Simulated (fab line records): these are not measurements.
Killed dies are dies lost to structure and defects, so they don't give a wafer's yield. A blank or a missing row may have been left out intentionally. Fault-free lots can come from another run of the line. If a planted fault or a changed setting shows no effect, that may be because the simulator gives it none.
Which tool did it? | flow n5 finfet | Sampling: 6 lots, 18 wafers, 2 of 1938 route steps

== WHAT EACH GAUGE READ, for each wafer ==
N5_BEOL_M10_THK_MEAS_01.
lot  | measured     | on            | M10_ILD_THK (nm)
L573 | day 11 22:47 | film metro-02 | 264 261 268
L576 | day 12 10:56 | film metro-01 | 269 271 272
L577 | day 12 14:42 | film metro-02 | 267 273 269
L580 | day 13 15:32 | film metro-02 | 260 269 265
L582 | day 14 10:20 | film metro-01 | 268 273 270
L590 | day 15 20:44 | film metro-01 | 264 267 271

== TOOL THAT RAN EACH LOT (tool first, then ch and the chambers of the sampled wafers, then the start) ==
lot  | N5_BEOL_M10_CURE_71
L573 | uv cure-01 ch 2, day 11 22:16
L576 | uv cure-01 ch 0, day 12 10:30
L577 | uv cure-03 ch 1, day 12 14:11
L580 | uv cure-02 ch 0, day 13 15:06
L582 | uv cure-02 ch 0, day 14 09:50
L590 | uv cure-01 ch 1, day 15 20:22
- N5_BEOL_M10_CURE_71: cures SiCOH lowk, time 240 s.

== THE ANSWER, worked out from the rows above alone ==
Rule: the usual values come from the lots themselves. Put in order of their means at a reading, lots are off if they are a third of the lots or fewer, leave a main group of 4 or more, and stand apart from it by a gap of 3 or more times the standard deviation of the main group's means; of several such gaps the widest counts. A main group is skipped when, at the precision printed for the reading in the tables above, its means are all equal. A lot without any number at a reading at which 4 lots or more have one is off too. The other lots that the step has rows for count as sound.
Across all readings shown, no lot is off: no conclusion can be drawn from this.

== WHAT THE SIMULATOR HAD INSERTED ==
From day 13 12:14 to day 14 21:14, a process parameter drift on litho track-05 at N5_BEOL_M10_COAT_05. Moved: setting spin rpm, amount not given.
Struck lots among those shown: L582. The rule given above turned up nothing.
